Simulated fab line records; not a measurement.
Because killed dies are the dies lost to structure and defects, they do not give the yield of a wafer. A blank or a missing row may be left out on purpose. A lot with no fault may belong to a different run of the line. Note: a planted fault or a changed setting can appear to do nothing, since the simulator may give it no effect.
fab line records    flow n5-finfet
record lots=4  wafers=12  last-day=18
route steps=1938 shown HKMG_FIN@433 GATE_CUT@465 BEOL_M4@1111 PASSIVATION@1936
lots that met no fault: from a run of the same line without faults
start-h: hours from the record's opening day to when the first of the lot's shown wafers began    wait-h: time in hours since the lot's previous step    " identical to the entry in the row above    L1.1+2: one row covering several wafers at once    - no value, or no start was given    * or withheld: withheld    < > ~ a bound
route shown NAME@n: names a module that has steps shown in the file, with the first one's number in the route    usual: mean/standard deviation of fault-free wafers    same: alike in all rows    chamber/n: place in a boat    sites: the reading at each site    _std_site: standard deviation of those values    _edge_site: outer sites' mean less inner sites'    radius-mm: for every site, how far away it sits from the centre of the wafer    mask NAME#n: copy n    behind: the tool/chamber that last shaped the wafer    hold: cause of the lot's hold/its duration in hours/its outcome    device: the n, p or np transistor that did not switch    end of line: at the end of the route, the tests of the same wafers    for a step that has no rows: nothing shown but its recipe    killed: not the wafer's yield, but the dies lost to structure and defects at the first sort    map: dies across one wafer; x = killed, . = not, _ = none there
set.NAME: the run value of the setting; set.NAME@STEP: its run value at that earlier step    model.NAME: the simulator's own value behind a step, which no gauge read
a table for each step, a row for each wafer; lots at some steps of the route
services: when a tool's chamber went out of use (start-h, in hours from the record's first day, below 0 if earlier), for how many hours, and the reason
## steps
# step N5_HKMG_FIN_DESCUM_17
# recipe chemistry=O2  time-s=7.9  source-power-w=50  bias-power-w=20  pressure-mtorr=20  rf-frequency-hz=2.712e+07  temp-c=40  resist=CAR-ArF  o2-flow-sccm=225
# step N5_HKMG_FIN_ETCH_31
# recipe chemistry=CF4  target=SiARC  target-depth-a=455  mask-material=CAR-ArF  time-s=75.8  ion-energy-ev=80  pressure-mtorr=40  source-w=545  bias-w=36  Ar_flow_sccm=100  cf4-flow-sccm=100  ends=cleared
# step N5_HKMG_FIN_ETCH_32
# recipe chemistry=N2/H2  target=SOC  target-depth-a=2400  temp-c=40  time-s=300  ion-energy-ev=200  mask-material=SiARC  pressure-mtorr=30  source-w=840  bias-w=150  n2-flow-sccm=200  h2-flow-sccm=200
# step N5_HKMG_FIN_STRIP_33
# recipe chemistry=N2/H2  temp-c=40  n2-flow-sccm=200  h2-flow-sccm=200  rf-frequency-hz=6e+07
# step N5_HKMG_FIN_STRIP_34
# recipe chemistry=CF4  resist=SiARC  power-w=300  bias-power-w=75  pressure-mtorr=50  cf4-flow-sccm=150  rf-frequency-hz=6e+07
# step N5_HKMG_FIN_ETCH_35
# recipe chemistry=N2/H2  target=SOC  target-depth-a=2158  ion-energy-ev=65  bias-w=5  source-w=3000  time-s=243.4  pressure-mtorr=30  n2-flow-sccm=200  h2-flow-sccm=200
# step N5_HKMG_FIN_STRIP_92
# recipe chemistry=N2/H2  material=SOC  time-s=20  power-w=500  temp-c=40  pressure-mtorr=50  rf-frequency-hz=6e+07  bias-power-w=8  h2-frac=0.5  n2-flow-sccm=300  h2-flow-sccm=300
# step N5_HKMG_FIN_WET_ETCH_18
# recipe chemistry=SC1  target=TiN  mix=1:1:5  temp-c=*  time-s=55  target-depth-nm=5.2  dry=ipa-marangoni  rinse-time-s=30  rinse-temp-c=23
# step N5_HKMG_FIN_STRIP_19
# recipe chemistry=N2/H2  power-w=2500  temp-c=300  h2-frac=0.65  time-s=360  pressure-mtorr=withheld  n2-flow-sccm=1750  h2-flow-sccm=3250
# step N5_HKMG_FIN_ALD_91
# recipe material=TiN  target-thk-a=10  temp-c=400  ald-precursor-family=TiCl4  ald-co-reactant=NH3  pulse-time-s=1  purge-time-s=3  co-reactant-purge-time-s=2  co-reactant-pulse-time-s=2  ald-cycles=47  pressure-torr=3
# usual ald-cycles=47/0  chamber-pressure-Torr=3.000/0.0061  heater-power-w=844/79  precursor-pulse-height-rel=1.000/0.02
lot.wafer  tool          chamber  start-h  wait-h  ald-cycles  chamber-pressure-Torr  heater-power-w  precursor-pulse-height-rel
L737.2     ald-metal-02  0        121.44   0.3     47          2.999                  825             0.978
L737.3     "             1        "        "       35          3.003                  917             0.983
L737.6     "             0        "        "       35          2.999                  842             1.015
L739.2     ald-metal-02  1        137.05   0.3     47          3.000                  900             1.003
L739.3     "             2        "        "       35          3.006                  819             0.987
L739.6     "             3        "        "       35          3.000                  789             0.986
L748.1     ald-metal-02  1        192.44   0.3     47          2.995                  869             1.023
L748.2     "             2        "        "       47          3.001                  809             0.982
L748.5     "             3        "        "       47          2.994                  785             1.031
L751.3     ald-metal-04  2        208.05   0.1     47          3.005                  749             1.032
L751.4     "             0        "        "       47          3.001                  807             1.007
L751.6     "             1        "        "       47          2.993                  974             0.965
# step N5_HKMG_FIN_COAT_85
# recipe resist=SOC  temp-c=250  time-s=60  spin-rpm=1500  resist-thk-nm=300
# step N5_HKMG_FIN_ETCH_86
# recipe chemistry=N2/H2  target=SOC  target-depth-a=3932  stop-on=TiN  ion-energy-ev=100  bias-w=61  pressure-mtorr=30  source-w=850  n2-flow-sccm=200  h2-flow-sccm=200
# step N5_HKMG_FIN_STRIP_89
# recipe chemistry=N2/H2  material=SOC  time-s=20  power-w=500  temp-c=40  pressure-mtorr=50  rf-frequency-hz=6e+07  bias-power-w=8  h2-frac=0.5  n2-flow-sccm=300  h2-flow-sccm=300
# step N5_HKMG_FIN_WET_ETCH_87
# recipe chemistry=SC1  target=TiN  mix=1:2:40  temp-c=50  time-s=154.2  target-depth-nm=4.7  dry=ipa-marangoni  rinse-time-s=30  rinse-temp-c=23
# step N5_HKMG_FIN_STRIP_88
# recipe chemistry=N2/H2  power-w=2500  temp-c=300  h2-frac=0.65  time-s=360  pressure-mtorr=withheld  n2-flow-sccm=1750  h2-flow-sccm=3250
# step N5_HKMG_FIN_NWFM_ALD_20
# recipe material=TiAlC  target-thk-a=20  temp-c=300  ald-precursor-family=TiCl4  ald-co-reactant=TEA  pulse-time-s=3  purge-time-s=2  co-reactant-purge-time-s=2  co-reactant-pulse-time-s=10  ald-cycles=7  pressure-torr=3
# step N5_HKMG_FIN_ALD_71
# recipe material=TiN  target-thk-a=10  temp-c=400  ald-precursor-family=TiCl4  ald-co-reactant=NH3  pulse-time-s=1  purge-time-s=3  co-reactant-purge-time-s=2  co-reactant-pulse-time-s=2  ald-cycles=47  pressure-torr=3
# step N5_HKMG_FIN_COAT_66
# recipe resist=SOC  temp-c=250  time-s=60  spin-rpm=1500  resist-thk-nm=300
# step N5_HKMG_FIN_ETCH_67
# recipe chemistry=N2/H2  target=SOC  target-depth-a=3889  stop-on=TiN  ion-energy-ev=100  bias-w=61  pressure-mtorr=30  source-w=850  n2-flow-sccm=200  h2-flow-sccm=200
# step N5_HKMG_FIN_STRIP_90
# recipe chemistry=N2/H2  material=SOC  time-s=20  power-w=500  temp-c=40  pressure-mtorr=50  rf-frequency-hz=6e+07  bias-power-w=8  h2-frac=0.5  n2-flow-sccm=300  h2-flow-sccm=300
# step N5_HKMG_FIN_WET_ETCH_73
# recipe chemistry=SC1  mix=1:2:40  temp-c=50  time-s=42.3  target-depth-nm=1.3  dry=ipa-marangoni  rinse-time-s=30  rinse-temp-c=23
# step N5_HKMG_FIN_ETCHBACK_68
# recipe chemistry=Cl2/Ar  stop-on=HfO2  target-depth-a=5  pressure-mtorr=10  icp-w=600  bias-w=60  Cl2_flow_sccm=40  Ar_flow_sccm=60
# step N5_HKMG_FIN_STRIP_69
# recipe chemistry=N2/H2  power-w=2500  temp-c=300  h2-frac=0.65  time-s=360  pressure-mtorr=withheld  n2-flow-sccm=1750  h2-flow-sccm=3250
# step N5_HKMG_FIN_ALD_21
# recipe material=TiN  target-thk-a=15  temp-c=400  ald-precursor-family=TiCl4  ald-co-reactant=NH3  pulse-time-s=1  purge-time-s=3  co-reactant-purge-time-s=2  co-reactant-pulse-time-s=2  ald-cycles=68  pressure-torr=3
# step N5_HKMG_FIN_ALD_72
# recipe material=W  target-thk-a=20  temp-c=300  pressure-torr=7.5  ald-precursor-family=WF6  ald-co-reactant=B2H6  pulse-time-s=1  purge-time-s=2  co-reactant-purge-time-s=2  co-reactant-pulse-time-s=3  ald-cycles=7
# step N5_HKMG_FIN_W_FILL_22
# recipe material=W  target-thk-a=600  temp-c=400  pressure-torr=39.4  time-s=18.2
# step N5_HKMG_FIN_PRECLEAN_83
# recipe chemistry=DIW  time-s=57.5  temp-c=23
# step N5_HKMG_FIN_SRD_84
# recipe dry-time-s=32  dry=n2-spin  spin-rpm=1500
# step N5_HKMG_FIN_CMP_23
# recipe stop-on=SiNx  t-overpolish-s=10  post-cmp-clean=rinse-only  down-force-psi=4  platen-rpm=50.289  pad-velocity-m-s=1.0006  target-thk-nm=46.326
# step N5_HKMG_FIN_CMP_94
# recipe stop-on=SiNx  post-cmp-clean=w-dilute-nh4oh  t-overpolish-s=4.7  down-force-psi=4  platen-rpm=50.289  pad-velocity-m-s=1.0006  target-thk-nm=43.299
# step N5_GATE_CUT_ETCHBACK_00
# recipe chemistry=SF6/Cl2  target=W  pressure-mtorr=8  icp-w=900  bias-w=80  SF6_flow_sccm=40  Cl2_flow_sccm=60
# step N5_GATE_CUT_ETCH_56
# recipe chemistry=Cl2/Ar  target=TiN  target-depth-a=216  pressure-mtorr=10  icp-w=600  bias-w=60  Cl2_flow_sccm=40  Ar_flow_sccm=60
# step N5_GATE_CUT_ETCHBACK_30
# recipe chemistry=Cl2/Ar  target=TiN  target-depth-a=30  mode=isotropic  pressure-mtorr=10  icp-w=600  bias-w=60  Cl2_flow_sccm=40  Ar_flow_sccm=60
# step N5_GATE_CUT_VAPOR_ETCH_60
# recipe chemistry=BCl3/Cl2  target=HfO2  mode=isotropic
# step N5_GATE_CUT_ETCH_58
# recipe chemistry=CH3F/O2  target=SiNx  target-depth-a=170  time-s=128.6  ion-energy-ev=50  pressure-mtorr=30  source-w=415  bias-w=21  Ar_flow_sccm=150  CH3F_flow_sccm=30  O2_flow_sccm=20
# step N5_GATE_CUT_STRIP_59
# recipe chemistry=N2/H2  time-s=20  power-w=100  temp-c=40  pressure-mtorr=100  rf-frequency-hz=6e+07  bias-power-w=3  n2-flow-sccm=300  h2-flow-sccm=300
# step N5_GATE_CUT_PRECLEAN_31
# recipe temp-c=23  chemistry=DIW  time-s=300
# step N5_BEOL_M4_RC_MEAS_101
# usual DIBL_N=36.3/1.6  DIBL_P=36.5/1.6  IOFF_N=0.163/0.026  IOFF_N_85C=3.2/0.42  IOFF_N_LIN=0.075/0.0098  IOFF_N_LONG=5.56e-05/2.1e-06  IOFF_P=0.22/0.033  IOFF_P_LONG=0.000106/8.4e-06  ION_N=676/9.9  ION_P=464/6.5  SS_N=71.5/0.5  SS_P=73.3/0.64  VT_N=249.3/2.9  VT_N_LONG=274.8/1.6  VT_N_LVT=98.2/2.8  VT_P=-250/3.2  VT_P_LONG=-275.0/3  VT_P_LVT=-98.5/3
lot.wafer  tool       chamber  start-h  wait-h  DIBL_N[mV/V]  DIBL_P[mV/V]  IOFF_N[nA/um]  IOFF_N_85C[nA/um]  IOFF_N_LIN[nA/um]  IOFF_N_LONG[nA/um]  IOFF_P[nA/um]  IOFF_P_LONG[nA/um]  ION_N[uA/um]  ION_P[uA/um]  SS_N[mV/dec]  SS_P[mV/dec]  VT_N[mV]  VT_N_LONG[mV]  VT_N_LVT[mV]  VT_P[mV]  VT_P_LONG[mV]  VT_P_LVT[mV]
L737.2     prober-01  0        235.26   0.2     36.2          37.9          0.166          3.3                0.078              5.37e-05            0.22           0.000102            676           458           72.0          73.1          248.0     272.8          98.9          -248      -277.8         -100.8
L737.3     "          0        "        "       32.9          33.1          0.334          5.8                0.166              0.0001343           0.10           7.9e-05             720           438           70.8          71.0          223.1     244.2          72.5          -263      -284.5         -114.4
L737.6     "          0        "        "       34.8          35.3          0.432          7.2                0.208              0.0001382           0.12           8.1e-05             737           441           70.8          72.5          217.2     245.0          68.4          -264      -286.2         -113.9
L739.2     prober-02  0        254.54   0.2     35.6          35.8          0.148          2.9                0.067              5.55e-05            0.21           0.000111            676           454           72.2          73.1          248.0     277.0          99.8          -250      -274.7         -97.7
L739.3     "          0        "        "       35.1          35.2          0.448          7.4                0.209              0.0001401           0.14           8.5e-05             754           459           71.0          73.3          218.8     243.8          67.2          -260      -281.9         -107.4
L739.6     "          0        "        "       37.0          37.3          0.520          8.4                0.231              0.0001379           0.16           8.4e-05             747           450           71.0          73.6          217.3     245.8          66.3          -259      -281.2         -105.9
L748.1     prober-01  0        307.17   0.0     35.5          36.1          0.146          3.0                0.069              5.25e-05            0.24           0.000114            666           465           71.4          73.5          250.9     276.8          102.6         -246      -273.4         -96.4
L748.2     "          0        "        "       34.7          35.0          0.142          2.9                0.069              5.36e-05            0.22           0.000113            670           472           71.2          72.6          253.0     275.1          101.2         -246      -271.9         -96.8
L748.5     "          0        "        "       33.1          33.0          0.111          2.3                0.055              5.28e-05            0.19           0.000112            663           466           71.0          72.3          256.7     277.5          104.4         -250      -268.2         -98.4
L751.3     prober-01  0        316.60   0.3     34.6          35.1          0.143          2.8                0.067              5.47e-05            0.20           0.000109            673           466           71.2          73.8          250.6     271.2          100.3         -251      -276.1         -98.5
L751.4     "          0        "        "       35.5          36.2          0.160          3.1                0.074              5.47e-05            0.22           0.000111            671           470           71.4          73.5          250.8     274.6          98.0          -247      -275.0         -98.0
L751.6     "          0        "        "       35.7          36.6          0.165          3.2                0.076              5.52e-05            0.22           0.000105            684           473           71.3          73.8          248.6     275.2          97.6          -250      -274.8         -97.7
# step N5_PASSIVATION_PROBE_49
# usual defect-limited-yield=91.2/1.5  killed_at_M0_to_M3=32/9.6  killed_at_M4_up=13/5.3  killed-at-contacts=13/6.7  killed-at-front-end=42/11  killed-at-other=3.8/2.9  killed-dies=103/17  killed-open=67/13  killed-short=35/7.9  sort_bin_4_leakage=0/0  sort_bin_5_function=5.2/0.94  sort_bin_6_memory=3.3/0.64  sort_bin_8_speed=0/0  sort-n-pass=1077/17  sort-yield-pct=91.2/1.5
# same gross-dies=1180  killed-at-back-side=0
lot.wafer  tool       chamber  start-h  wait-h  defect-limited-yield[%]  killed_at_M0_to_M3  killed_at_M4_up  killed-at-contacts  killed-at-front-end  killed-at-other  killed-dies  killed-open  killed-short  sort_bin_4_leakage[%]  sort_bin_5_function[%]  sort_bin_6_memory[%]  sort_bin_8_speed[%]  sort-n-pass  sort-yield-pct[%]
L737.2     prober-02  -        348.01   0.1     92.6                     52                  11               4                   17                   3                87           57           30            0                      4.0                     3.2                   0                    1093         92.6
L737.3     prober-02  -        348.06   0.1     85.2                     47                  15               5                   108                  0                175          61           34            2.88                   4.7                     3.2                   0.93                 960          81.4
L737.6     prober-02  -        348.21   0.3     91.9                     34                  16               7                   36                   3                96           57           39            28.64                  4.2                     3.6                   0                    746          63.2
L739.2     prober-02  -        358.30   0.1     90.8                     33                  13               10                  47                   6                109          76           32            0                      5.1                     3.7                   0                    1071         90.8
L739.3     prober-02  -        358.35   0.1     89.2                     38                  13               18                  51                   7                127          87           39            23.64                  6.2                     4.0                   0                    774          65.6
L739.6     prober-02  -        358.50   0.3     92.9                     32                  4                8                   36                   4                84           52           31            56.19                  4.1                     2.9                   0                    433          36.7
L748.1     prober-02  -        424.52   0.0     90.9                     31                  17               17                  41                   1                107          66           38            0                      5.2                     3.1                   0                    1073         90.9
L748.2     prober-02  -        424.57   0.1     92.6                     24                  20               15                  27                   1                87           60           25            0                      4.5                     2.7                   0                    1093         92.6
L748.5     prober-02  -        424.72   0.2     89.5                     28                  26               13                  50                   7                124          66           56            0                      6.0                     3.7                   0                    1056         89.5
L751.3     prober-02  -        432.71   0.1     92.4                     18                  12               12                  44                   4                90           58           31            0                      3.9                     3.6                   0                    1090         92.4
L751.4     prober-02  -        432.76   0.2     90.6                     50                  7                16                  31                   7                111          69           39            0                      5.5                     3.0                   0                    1069         90.6
L751.6     prober-02  -        432.86   0.3     93.1                     28                  8                10                  32                   4                82           50           29            0                      4.1                     2.9                   0                    1098         93.1
# killed by level:class
L737.2 BEOL_M1:geometric-particle:open=13 BEOL_M0_SAQP:geometric-particle:open=9 BEOL_M0_SAQP:geometric-particle:short=8 FIN_SAQP:geometric-particle:open=6 BEOL_M1:geometric-particle:short=6 BEOL_M3:geometric-particle:open=6 MOL_CONTACT_COAG:geometric-particle:open=4 BEOL_M0:geometric-particle:short=3
L737.3 HKMG_FIN:area-ald=78 BEOL_M2:geometric-particle:open=12 BEOL_M0_SAQP:geometric-particle:open=11 FIN_SAQP:geometric-particle:short=8 BEOL_M3:geometric-particle:open=6 BEOL_M0_SAQP:geometric-particle:short=5 BEOL_M1:geometric-particle:open=5 FIN_SAQP:geometric-particle:open=4
L737.6 FIN_SAQP:geometric-particle:short=10 FIN_SAQP:geometric-particle:open=8 BEOL_M3:geometric-particle:open=8 BEOL_M0_SAQP:geometric-particle:open=7 BEOL_M0_SAQP:geometric-particle:short=7 BEOL_M1:geometric-particle:open=6 MOL_CONTACT_COAG:geometric-particle:open=5 DUMMY_GATE:geometric-particle:open=3
L739.2 BEOL_M0_SAQP:geometric-particle:open=10 STI_FIN_REVEAL:geometric-particle:open=9 ILD0:geometric-particle:open=8 BEOL_M3:geometric-particle:open=7 MOL_CONTACT_COAG:geometric-particle:open=6 ILD0:geometric-particle:short=5 GATE_CUT:geometric-particle:short=5 BEOL_M1:geometric-particle:open=5
L739.3 MOL_CONTACT_COAG:geometric-particle:open=16 STI_FIN_REVEAL:geometric-particle:open=13 BEOL_M0_SAQP:geometric-particle:short=10 BEOL_M0_SAQP:geometric-particle:open=10 FIN_SAQP:geometric-particle:open=8 BEOL_M3:geometric-particle:open=8 GATE_CUT:geometric-particle:short=7 FIN_SAQP:geometric-particle:short=6
L739.6 STI_FIN_REVEAL:geometric-particle:open=9 BEOL_M0_SAQP:geometric-particle:open=9 BEOL_M0_SAQP:geometric-particle:short=7 BEOL_M1:geometric-particle:open=6 ILD0:geometric-particle:open=5 GATE_CUT:geometric-particle:short=5 MOL_CONTACT_COAG:geometric-particle:open=5 FIN_SAQP:geometric-particle:short=4
L748.1 FIN_SAQP:geometric-particle:open=13 MOL_CONTACT_COAG:geometric-particle:open=9 MOL_CONTACT_COAG:geometric-particle:short=8 FIN_SAQP:geometric-particle:short=7 BEOL_M2:geometric-particle:open=7 DUMMY_GATE:geometric-particle:open=6 BEOL_M0_SAQP:geometric-particle:short=6 BEOL_M2:geometric-particle:short=6
L748.2 MOL_CONTACT_COAG:geometric-particle:open=11 BEOL_M4:geometric-particle:open=8 BEOL_M0_SAQP:geometric-particle:open=8 FIN_SAQP:geometric-particle:short=7 FIN_SAQP:geometric-particle:open=6 BEOL_M5:geometric-particle:open=6 MOL_CONTACT_COAG:geometric-particle:short=4 BEOL_M3:geometric-particle:open=4
L748.5 FIN_SAQP:geometric-particle:short=15 FIN_SAQP:geometric-particle:open=11 MOL_CONTACT_COAG:geometric-particle:open=10 BEOL_M4:geometric-particle:open=8 BEOL_M2:geometric-particle:short=7 GATE_CUT:geometric-particle:short=6 BEOL_M0_SAQP:geometric-particle:open=6 BEOL_M2:geometric-particle:open=6
L751.3 STI_FIN_REVEAL:geometric-particle:open=13 GATE_CUT:geometric-particle:open=6 MOL_CONTACT_COAG:geometric-particle:open=6 MOL_CONTACT_COAG:geometric-particle:short=6 BEOL_M4:geometric-particle:open=6 BEOL_M0_SAQP:geometric-particle:short=6 FIN_SAQP:geometric-particle:open=5 STARTING-WAFER:geometric-particle:open=5
L751.4 MOL_CONTACT_COAG:geometric-particle:open=10 BEOL_M3:geometric-particle:open=10 BEOL_M2:geometric-particle:open=9 BEOL_M1:geometric-particle:open=9 BEOL_M0_SAQP:geometric-particle:short=8 BEOL_M1:geometric-particle:short=8 FIN_SAQP:geometric-particle:open=7 STI_FIN_REVEAL:geometric-particle:open=5
L751.6 MOL_CONTACT_COAG:geometric-particle:open=9 BEOL_M2:geometric-particle:open=9 BEOL_M0_SAQP:geometric-particle:short=7 BEOL_M0_SAQP:geometric-particle:open=6 FIN_SAQP:geometric-particle:short=5 GATE_CUT:geometric-particle:short=5 FIN_SAQP:geometric-particle:open=4 STI_FIN_REVEAL:geometric-particle:open=4
# map L737.3 (x killed, . not)
_________________.x.....xxxxx________________
______________....xx...x..x..xxx_____________
___________.xx.xx.....x..xx...x.xxx__________
__________x.....x..x.x...x.....xxx.x_________
________..x....xx...xx..x........x..xx_______
_______x...x....x...x.......x.x....xx.x______
______x..x..x.......x...xx........x.x.xx_____
_____...x..........x....x..x...x....xxxx.____
____...x............xx.x...x......x.....xx___
___....x................................xx.__
___.....x.............................x....__
__........x....x.............x..x.......xx.._
__..........................x......x....x..._
_....x..................x.............xx..x.x
_.......x...x.............x......x.x.......x.
_x...................x...x.x......xx..xx...x.
_...x........x.......................x...x...
_....xxx........................x........x.xx
_x.....x....x.............................x..
_..........xx.x.......x.......x...x...x......
_..xx...........................x.x.......x..
__..x.xx...x................................_
__...xx.................x............x....x._
___x..........................x...x.....x.x__
___....................x.x.................__
____.x....xx.............x.......x........___
_____..........x.....x..................x____
______......................x..........._____
_______.x..............................______
________.x.x..........x.....x........._______
__________............x............._________
___________........................__________
______________.........x........_____________
_________________.......xx.x.________________
# map L739.3 (x killed, . not)
_________________...........x________________
______________.............x...._____________
___________x...........x....x......__________
__________............x............._________
________................x......x......_______
_______.x..xx...x.x..........x.x.......______
______.............................x...._____
_____x....x...x........................x.____
____......xx.x........................x...___
___..................x..............x.x....__
___.....................x.....x........x..x__
__..............x.....x.............xx...x.._
__......x........xx....x....xx........x..x.._
_...x...x...............x.x......x.....x..x..
_...........x.....x..................x.......
_..............x.....xx.............x.x.....x
_...........x.x......................xx...x..
_......x....xxx........x.........x.x...x.....
_......x.x.............x.x.............x.....
_.x..x.................x.....................
_..x...........xx............................
__...x.........x.xx.................x......._
__........x.............x..................._
___..............x.......x.xx......x.......__
___.............x..........................__
____....xx.......x.x.....xx.x.............___
_____...................x..x.......x.....____
______............x...x.......x.....x..._____
_______..x.....x.........x.....x.....x.______
________......x...................xx.._______
__________......x....x.........x...._________
___________.x........x.x...........__________
______________......x.....x....._____________
_________________............________________
## services
tool          chamber  start-h  hours  kind
ald-metal-04  -        137.18   6.0    pm
ald-metal-02  1        167.20   16.6   repair
ald-metal-04  3        169.42   2.5    repair
ald-metal-04  -        190.79   0.3    repair
## key
first-sign step=N5_HKMG_FIN_ALD_91  reading=ald-cycles  direction=down  sigmas=99+  usual=*  struck=*
effect step=N5_BEOL_M4_RC_MEAS_101  reading=IOFF_N_LONG  direction=up  sigmas=38  usual=5.56e-05  struck=0.0001376
effect step=N5_BEOL_M4_RC_MEAS_101  reading=VT_N_LONG  direction=down  sigmas=19  usual=274.8  struck=244.7
effect step=N5_BEOL_M4_RC_MEAS_101  reading=IOFF_N_LIN  direction=up  sigmas=13  usual=0.075  struck=0.203
effect step=N5_BEOL_M4_RC_MEAS_101  reading=VT_N_LVT  direction=down  sigmas=11  usual=98.2  struck=68.6
effect step=N5_BEOL_M4_RC_MEAS_101  reading=VT_N  direction=down  sigmas=10  usual=249.3  struck=219.1
effect step=N5_BEOL_M4_RC_MEAS_101  reading=IOFF_N  direction=up  sigmas=10  usual=0.163  struck=0.433
effect step=N5_BEOL_M4_RC_MEAS_101  reading=IOFF_N_85C  direction=up  sigmas=9.5  usual=3.2  struck=7.2
effect step=N5_BEOL_M4_RC_MEAS_101  reading=ION_N  direction=up  sigmas=6.4  usual=676  struck=740
effect step=N5_BEOL_M4_RC_MEAS_101  reading=VT_P_LVT  direction=down  sigmas=4  usual=-98.5  struck=-110.4
effect step=N5_BEOL_M4_RC_MEAS_101  reading=VT_P  direction=down  sigmas=3.7  usual=-250  struck=-261
effect step=N5_BEOL_M4_RC_MEAS_101  reading=VT_P_LONG  direction=down  sigmas=2.9  usual=-275.0  struck=-283.5
effect step=N5_BEOL_M4_RC_MEAS_101  reading=IOFF_P_LONG  direction=down  sigmas=2.9  usual=0.000106  struck=8.2e-05
effect step=N5_PASSIVATION_PROBE_49  reading=sort_bin_4_leakage  direction=up  sigmas=99+  usual=0  struck=27.84
met-at N5_HKMG_FIN_ALD_91
struck-wafers L737.3,L737.6,L739.3,L739.6
fault kind=process-parameter-drift  tool=ald-metal-02  chamber=-  onset-h=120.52  steps=N5_HKMG_FIN_ALD_91  channel=ald-cycles  offset=*  shape=step  end-h=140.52  scope=struck-wafers-only  acts-in=*  stated=*
